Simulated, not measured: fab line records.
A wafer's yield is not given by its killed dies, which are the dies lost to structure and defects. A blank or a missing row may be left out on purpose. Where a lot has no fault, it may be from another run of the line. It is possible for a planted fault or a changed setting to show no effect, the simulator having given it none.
Problem report, 8D (eight disciplines) form, completed by code	flow n5_finfet	the parts of the form that need people (team, actions taken, sign-off) are left out

== 1. WHAT WENT WRONG ==
run_length_s at N5_BEOL_M0_SAQP_ETCH_84 reads a mean of 208.1 s on 1 wafer of 1 lot; wafers without a fault read 173.5 s with a standard deviation of 0.42. Relative to the usual mean, that is a shift of +82 standard deviations.
The step: etches SOC in N2/H2, target depth 100 nm, overetch 20 nm, time 150 s.
First observed at day 9 08:56: wafer L378.3, on rie_diel-03. The record has a number at this step for 29 wafers belonging to 10 lots. Rule for "out", or "out of limits": more than 4 standard deviations from the usual mean. All remaining wafers that have a number are taken as sound.

== 2. WHAT IT IS, WHAT IT ISN'T ==
question	is	is not
which readings at this step	run_length_s	drypump_motor_current_A, oes_product_au, rf_vpp_V, showerhead_plenum_p_Torr
which lots	L378	L363, L365, L366, L367, L369, L371, L372, L373, L385
which wafers of those lots	L378.3	L378.5
read on which tools	rie_diel-03	rie_diel-04, rie_diel-06
when	from day 9 08:56	up to then (25 sound wafers); but 3 sound wafers of L385 came after

== 3. THE SUSPECTS, EACH WITH WHAT RULES IT OUT ==
Counting: any tool at a process step up to the reading remains a suspect provided it ran every lot that is out. Sound lots after the first of them don't rule it out here, since some wafers of a struck lot are sound.
- pecvd-04 at N5_BEOL_M0_SAQP_HM_DEP_111 (deposits SiO2 from SiH4/N2O, target thk 12 nm, time 7.2 s): kept. The lot that is out, L378, ran on it at day 9 08:19; the last sound lot it ran before that was L373, at day 8 01:15.
- rie_diel-03 at N5_BEOL_M0_SAQP_ETCH_84 (etches SOC in N2/H2, target depth 100 nm, overetch 20 nm, time 150 s): kept. The lot that is out, L378, ran on it at day 9 08:56; the last sound lot it ran before that was L371, at day 7 10:46. Its own run_length_s readings are out on those wafers.
- Within pecvd-04 at N5_BEOL_M0_SAQP_HM_DEP_111, the wafers that are out were processed in chamber 0 and their sound lot-mates in chamber 1.
- Within rie_diel-03 at N5_BEOL_M0_SAQP_ETCH_84, the wafers that are out were processed in chamber 3 and their sound lot-mates in chamber 2.
After counting, pecvd-04 at N5_BEOL_M0_SAQP_HM_DEP_111 and rie_diel-03 at N5_BEOL_M0_SAQP_ETCH_84 remain.

== 4. THE CAUSE (what the simulator had put in) ==
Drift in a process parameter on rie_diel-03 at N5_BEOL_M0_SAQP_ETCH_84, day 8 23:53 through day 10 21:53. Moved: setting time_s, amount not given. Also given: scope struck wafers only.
2 suspects survive the count, and this tool is in that group.

== 5. SEQUENCE OF EFFECTS, ordered by route ==
Each row: a reading whose mean over the struck wafers that have a number lies more than 3 standard deviations from the usual. Readings are gone through only where the record gives a usual standard deviation; hours: the median, over the lots, of the time from a lot's start at the first step in this table giving one to that lot's start at this step; sigmas: the change measured in usual standard deviations.
hours	step	reading	usual	on struck wafers	change	sigmas
0	N5_BEOL_M0_SAQP_ETCH_84	run_length_s	173.5 s	208.1	+34.6	+82
It contains these process steps:
- N5_BEOL_M0_SAQP_ETCH_84: etches SOC in N2/H2, target depth 100 nm, overetch 20 nm, time 150 s.
Later steps that measure or inspect, where all struck wafers having a row at the step show a number for every such reading and not one has moved that far: N5_BEOL_M4_RC_MEAS_101.

== 6. WHAT WOULD HAVE CAUGHT IT SOONER ==
9 hours passed between the start of the fault at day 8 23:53 and the first reading out of limits in this record, taken at day 9 08:56.
